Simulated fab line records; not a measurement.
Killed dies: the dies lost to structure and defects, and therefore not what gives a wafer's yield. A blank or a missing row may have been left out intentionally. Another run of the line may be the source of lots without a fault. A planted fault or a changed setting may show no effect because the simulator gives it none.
Chamber matching	flow n5Finfet	N5_BEOL_M4_CMP_52 on cmp-02: 4 sister chambers
The step polishes, stops on SiOC, t overpolish 6.8 s, target thk 40 nm. 4 wafers are shown with their chamber, then 8 later ones without.

## WAFERS WITH THEIR CHAMBER
wafer	chamber	motorCurrentA (A)
L086.4	2	5.4
L087.1	3	7.1
L087.4	1	7.5
L089.3	0	6.1

## WAFERS WITH NO CHAMBER GIVEN
wafer	motorCurrentA (A)
L089.4	6.3
L089.6	5.3
L091.2	5.3
L091.3	7.3
L091.5	5.5
L095.1	6.8
L095.3	6.1
L095.5	5.5

## EACH ONE'S CHAMBER
wafer	from the rows above	in truth
L089.4	0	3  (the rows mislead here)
L089.6	2	2
L091.2	2	2
L091.3	can't be placed: 1 or 3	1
L091.5	2	2
L095.1	3	3
L095.3	0	0
L095.5	2	2
6 of 8 placed correctly. Unplaceable from these rows: 1, with the true chamber sitting among the candidates in 1. 1 placed wrongly.
How it was worked out, from the rows above alone: a wafer's distance from a chamber is the root of the sum, over the readings, of the square of ((its reading less the chamber's mean) divided by the reading's scatter). If the next closest chamber is less than 2 further off than the closest, the wafer can't be placed; otherwise it belongs to the closest. Each chamber's mean is taken over the wafers shown for it. The scatter: root of mean squared gap, hidden wafer to nearest shown wafer, with one shown wafer a chamber.
